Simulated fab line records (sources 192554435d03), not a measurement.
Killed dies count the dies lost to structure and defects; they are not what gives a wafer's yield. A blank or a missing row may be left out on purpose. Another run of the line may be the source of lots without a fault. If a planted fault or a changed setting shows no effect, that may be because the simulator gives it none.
A lot that was struck, set against a sound lot -- flow n5Finfet -- 16 steps out of a route of 1938
Sound: the wafers L479.1, L479.2, L479.6. Struck: wafer L486.5 (L486.3, L486.4, from the same lot, were not struck and are left out); the cause is given at the end.
Order at every step that has rows: each side's tool, ch and its chambers, its first start. Under that, the readings that differ: sound wafers -- struck wafers -- difference of the means -- sigmas: that difference in standard deviations of wafers without a fault.
alike: readings whose means differ by less than 2 such deviations, and words and numbers that are the same on both sides. not compared: withheld readings, readings that some wafer has no value for, bounds like >300 that may hide the same value, and numbers for which the record gives no deviation and whose values overlap.
A row with sigmas, a row that says differs or no value, or rows on one side alone: a step with any of these is where the two part. When numbers do not overlap yet have no deviation, they are printed without sigmas and do not part them. A reading that every wafer of one side lacks parts them only if that side has two wafers or more.

first, 2 steps without rows for these wafers: N5_BEOL_M14_TRENCH_ETCH_34 (etches SiO2 in C4F8/O2/Ar, target depth 556.65 nm, time 126.9 s); N5_BEOL_M14_STRIP_70 (strips in C4F8/O2/Ar).
N5_BEOL_M14_OCD_MEAS_35:
  sound on ocd-01 at day 13 08:05; struck on ocd-02 at day 15 04:53
  alike: trenchDepthNm
then, 5 steps without rows for these wafers: N5_BEOL_M14_STRIP_37 (strips in O2); N5_BEOL_M14_ETCH_38 (etches SiCN in CF4/N2, target depth 106.5 nm, time 120.6 s); N5_BEOL_M14_PRECLEAN_39 (cleans in residue remover, time 60 s); N5_BEOL_M14_SRD_40 (time 30 s, dry time 30 s); N5_BEOL_M14_DEGAS_41 (time 60 s).
N5_BEOL_M14_PRE_CLEAN_42: time 30 s.
  sound on pvdSputter-01 at day 13 08:59; struck on pvdSputter-03 at day 15 06:22
reading,sound,struck,difference,sigmas
heaterPowerW (W),482 446 448,604,+145,+2
N5_BEOL_M14_SPUTTER_43: material TaN, target thk 15 nm, time 24.19 s.
  sound on pvdSputter-01 at day 13 09:01; struck on pvdSputter-03 at day 15 06:24
  alike: throttleValvePct
N5_BEOL_M14_SPUTTER_44: material Ta, target thk 15 nm, time 24.19 s.
  sound on pvdSputter-01 at day 13 09:06; struck on pvdSputter-03 at day 15 06:29
  alike: throttleValvePct
N5_BEOL_M14_SPUTTER_45: material Cu, target thk 100 nm, time 16.67 s.
  sound on pvdSputter-01 at day 13 09:11; struck on pvdSputter-03 at day 15 06:34
  alike: throttleValvePct
N5_BEOL_M14_ECD_47: material Cu, target thk 1248 nm.
  sound on ecdCu-02 ch 0,1, day 13 09:17; struck on ecdCu-01 ch 0, day 15 06:44
reading,sound,struck,difference,sigmas
model.Cu_of_BEOL_M14_ECD_47.thkNm (nm),1249 1255 1246,771.8,-478.2,
N5_BEOL_M14_ANNEAL_48: time 90 s.
  sound on rtpAnneal-01 ch 0, day 13 09:40; struck on rtpAnneal-02 ch 0, day 15 06:58
  alike: annealTempCMax, wafer_temp_C_max
N5_BEOL_M14_CMP_49: polishes, stops on SiO2, t overpolish 5.2 s, target thk 560 nm.
  sound on cmp-04 ch 0,2,3, day 13 09:57; struck on cmp-04 ch 0, day 15 07:10
reading,sound,struck,difference,sigmas
timeToEndpointS (s),126 126 126,77,-49,-14
  alike: motorCurrentA
N5_BEOL_M14_THK_MEAS_50: measures by xrf.
  sound on filmMetro-01 at day 13 10:15; struck on filmMetro-02 at day 15 07:28
  alike: M14_THK

## WHERE THEY PART
At N5_BEOL_M14_PRE_CLEAN_42 first; at N5_BEOL_M14_CMP_49 last (within this record only). Later steps at which nothing parts them and some readings are alike: N5_BEOL_M14_THK_MEAS_50.

WHY: whatever the simulator had introduced
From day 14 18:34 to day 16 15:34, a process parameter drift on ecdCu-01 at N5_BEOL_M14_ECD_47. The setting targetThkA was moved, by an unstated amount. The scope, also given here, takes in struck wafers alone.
